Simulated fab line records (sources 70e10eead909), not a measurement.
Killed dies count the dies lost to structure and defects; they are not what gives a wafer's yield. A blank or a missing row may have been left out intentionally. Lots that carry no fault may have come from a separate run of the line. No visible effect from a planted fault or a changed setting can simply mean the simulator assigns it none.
A sampling plan put to the test -- flow nandHarc -- 23 faults told of in these records, all on one fab line, each judged by the records of the lots it struck
The plan is the line's own looks: the steps of the route at which a gauge or an inspection reads the wafer and doesn't change it. Where struck wafers have a number at a look and the file lists that look's usual mean and standard deviation on fault-free wafers, the look can be judged. Caught: the struck wafers' mean, at a look after the fault's first step, is 4 or more of those standard deviations (sigma) away from the usual mean. On the tool: the identical test, applied to the tool's own readings at the steps of the fault. If the struck wafers alone have a blank record, or they carry another recipe, that too counts as caught.

THE FAULTS, as the simulator had put them in
1. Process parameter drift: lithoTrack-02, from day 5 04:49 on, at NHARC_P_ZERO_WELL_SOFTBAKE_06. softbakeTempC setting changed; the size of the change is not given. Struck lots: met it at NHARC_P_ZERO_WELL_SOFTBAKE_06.
2. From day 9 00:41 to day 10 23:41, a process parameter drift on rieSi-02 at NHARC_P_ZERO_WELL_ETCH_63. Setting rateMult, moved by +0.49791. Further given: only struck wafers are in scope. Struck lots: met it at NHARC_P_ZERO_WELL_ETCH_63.
3. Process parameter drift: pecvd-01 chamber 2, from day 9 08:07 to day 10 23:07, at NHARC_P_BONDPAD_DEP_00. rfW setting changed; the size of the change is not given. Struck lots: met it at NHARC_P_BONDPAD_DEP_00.
4. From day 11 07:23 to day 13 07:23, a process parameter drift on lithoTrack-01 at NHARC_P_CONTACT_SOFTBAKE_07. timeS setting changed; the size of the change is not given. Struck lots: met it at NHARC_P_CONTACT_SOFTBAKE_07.
5. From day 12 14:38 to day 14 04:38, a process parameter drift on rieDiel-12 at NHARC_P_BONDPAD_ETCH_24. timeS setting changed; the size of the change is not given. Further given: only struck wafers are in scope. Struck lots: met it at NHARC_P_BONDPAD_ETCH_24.
6. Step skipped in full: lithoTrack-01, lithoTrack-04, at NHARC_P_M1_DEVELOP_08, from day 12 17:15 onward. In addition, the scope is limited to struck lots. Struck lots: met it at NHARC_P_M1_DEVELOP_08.
7. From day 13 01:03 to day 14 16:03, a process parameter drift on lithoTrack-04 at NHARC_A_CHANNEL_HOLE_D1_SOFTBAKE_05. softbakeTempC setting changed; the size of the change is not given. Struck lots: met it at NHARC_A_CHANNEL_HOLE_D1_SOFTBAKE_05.
8. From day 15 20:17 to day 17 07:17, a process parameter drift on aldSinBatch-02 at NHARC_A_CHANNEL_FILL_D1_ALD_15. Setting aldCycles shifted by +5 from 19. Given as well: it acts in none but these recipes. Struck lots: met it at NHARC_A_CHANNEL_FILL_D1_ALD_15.
9. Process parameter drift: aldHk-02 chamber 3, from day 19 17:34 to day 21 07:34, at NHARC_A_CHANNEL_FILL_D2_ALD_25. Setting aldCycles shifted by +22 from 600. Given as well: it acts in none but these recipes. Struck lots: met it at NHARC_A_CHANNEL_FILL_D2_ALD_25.
10. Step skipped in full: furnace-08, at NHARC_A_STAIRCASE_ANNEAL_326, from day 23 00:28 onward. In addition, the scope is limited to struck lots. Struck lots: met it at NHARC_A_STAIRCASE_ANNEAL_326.
11. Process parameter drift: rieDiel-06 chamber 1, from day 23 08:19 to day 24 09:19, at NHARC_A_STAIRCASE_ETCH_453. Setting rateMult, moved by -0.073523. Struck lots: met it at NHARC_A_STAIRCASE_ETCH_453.
12. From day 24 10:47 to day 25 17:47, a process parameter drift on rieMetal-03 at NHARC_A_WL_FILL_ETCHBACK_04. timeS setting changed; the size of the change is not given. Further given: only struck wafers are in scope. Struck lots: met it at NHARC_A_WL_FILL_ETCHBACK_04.
13. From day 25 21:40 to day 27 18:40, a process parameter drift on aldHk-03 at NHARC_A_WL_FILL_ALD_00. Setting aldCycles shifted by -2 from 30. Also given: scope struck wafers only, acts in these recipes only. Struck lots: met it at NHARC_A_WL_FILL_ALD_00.
14. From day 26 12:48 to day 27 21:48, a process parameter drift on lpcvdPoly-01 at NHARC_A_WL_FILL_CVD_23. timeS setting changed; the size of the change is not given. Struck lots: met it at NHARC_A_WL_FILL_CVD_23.
15. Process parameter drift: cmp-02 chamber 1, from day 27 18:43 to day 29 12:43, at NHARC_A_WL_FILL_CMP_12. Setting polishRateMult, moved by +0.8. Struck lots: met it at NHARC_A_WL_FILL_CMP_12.
16. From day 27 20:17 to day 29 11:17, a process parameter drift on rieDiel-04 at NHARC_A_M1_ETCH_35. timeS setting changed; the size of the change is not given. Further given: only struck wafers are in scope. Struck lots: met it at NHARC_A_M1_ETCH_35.
17. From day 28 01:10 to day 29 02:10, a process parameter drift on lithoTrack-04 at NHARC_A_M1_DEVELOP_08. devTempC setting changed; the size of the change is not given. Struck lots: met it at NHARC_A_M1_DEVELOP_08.
18. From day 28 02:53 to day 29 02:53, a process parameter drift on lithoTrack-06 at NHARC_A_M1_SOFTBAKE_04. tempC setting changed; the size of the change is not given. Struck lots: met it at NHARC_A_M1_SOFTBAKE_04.
19. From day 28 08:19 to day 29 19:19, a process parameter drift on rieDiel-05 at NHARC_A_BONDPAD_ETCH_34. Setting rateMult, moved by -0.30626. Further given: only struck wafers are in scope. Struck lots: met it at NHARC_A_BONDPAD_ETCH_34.
20. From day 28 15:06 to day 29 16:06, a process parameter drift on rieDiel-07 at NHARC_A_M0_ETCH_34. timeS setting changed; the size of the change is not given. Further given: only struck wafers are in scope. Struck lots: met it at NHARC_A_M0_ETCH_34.
21. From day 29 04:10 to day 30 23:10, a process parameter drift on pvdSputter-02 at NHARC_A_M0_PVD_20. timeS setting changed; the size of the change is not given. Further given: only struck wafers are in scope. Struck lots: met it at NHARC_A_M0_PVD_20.
22. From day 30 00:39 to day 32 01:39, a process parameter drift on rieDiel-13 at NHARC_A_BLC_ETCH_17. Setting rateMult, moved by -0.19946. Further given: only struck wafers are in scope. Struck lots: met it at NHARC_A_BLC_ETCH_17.
23. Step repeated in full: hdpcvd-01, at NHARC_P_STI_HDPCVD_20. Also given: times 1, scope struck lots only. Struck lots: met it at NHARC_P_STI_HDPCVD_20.

WHAT THE PLAN SAW
fault,on the tool itself,first look that catches it,"reading, sigma",median hours from its first step to that look,hours from the fault's start to the first struck lot there,judged looks passed uncaught
1,heaterPowerTotalW -4.9 sigma,none of the 3 looks that can be judged after it,-,-,-,3
2,oesProductAu +34 sigma,none of the 2 looks that can be judged after it,-,-,-,2
3,rfFwdPowerW -99 or beyond sigma,not the one look that can be judged after it,-,-,-,1
4,heaterPowerTotalW +33 sigma,not the one look that can be judged after it,-,-,-,1
5,runLengthS -45 sigma,not the one look that can be judged after it,-,-,-,1
6,the tool's record is blank for the struck wafers,no look after it can be judged,-,-,-,0
7,heaterPowerTotalW -24 sigma,not the one look that can be judged after it,"strongest: killedAtPeriphery at NHARC_END_SORT_01, +3.9",-,-,1
8,under 2 sigma,no look after it can be judged,-,-,-,0
9,under 2 sigma,not the one look that can be judged after it,-,-,-,1
10,the tool's record is blank for the struck wafers,no look after it can be judged,-,-,-,0
11,oesProductAu -4.8 sigma,no look after it can be judged,-,-,-,0
12,runLengthS +39 sigma,no look after it can be judged,-,-,-,0
13,under 2 sigma,no look after it can be judged,-,-,-,0
14,runLengthS -99 or beyond sigma,not the one look that can be judged after it,-,-,-,1
15,only faintly: timeToEndpointS -3.9 sigma,no look after it can be judged,-,-,-,0
16,runLengthS -27 sigma,not the one look that can be judged after it,"strongest: killedAtPeriphery at NHARC_END_SORT_01, +3.8",-,-,1
17,developerTempC +9.3 sigma,no look after it can be judged,-,-,-,0
18,heaterPowerTotalW -31 sigma,not the one look that can be judged after it,-,-,-,1
19,oesProductAu -22 sigma,not the one look that can be judged after it,"strongest: killedDies at NHARC_END_SORT_01, +2.5",-,-,1
20,runLengthS -17 sigma,no look after it can be judged,-,-,-,0
21,under 2 sigma,not the one look that can be judged after it,-,-,-,1
22,oesProductAu -11 sigma,NHARC_END_SORT_01,killedAtArray +5.2,49.8,78,0
23,no reading that can be judged,no look after it can be judged,-,-,-,0
A dash: this means the fault isn't caught or the number doesn't appear in these records.

Caught at a look: 1 of 23. Caught on the tool: 17 of 23. By one or the other: 17 of 23.
On the tool alone, faults 1, 2, 3, 4, 5, 6, 7, 10, 11, 12, 14, 16, 17, 18, 19, 20 were caught.
Caught by neither: faults 8, 9, 13, 15, 21, 23.

THINNER SAMPLING
If the look that catches a fault measured only every second or every third lot, by lot number, the first struck lot would be measured this late in the worst case:
fault,"struck lots at that look, in order of time",every lot,every second lot,every third lot
22,"L511, L512",78 h,85 h,may miss all 2
Hours: fault start to first struck lot measured. The test against the limit of 4 sigma pooled every struck wafer, which means one lot taken alone may stay below that limit. Other struck lots may not be in these records.

THE LONGEST TIMED WAY FROM STEP TO LOOK
Fault 22: median gap of 49.8 hours between NHARC_A_BLC_ETCH_17 and NHARC_END_SORT_01. No look between them can be judged.
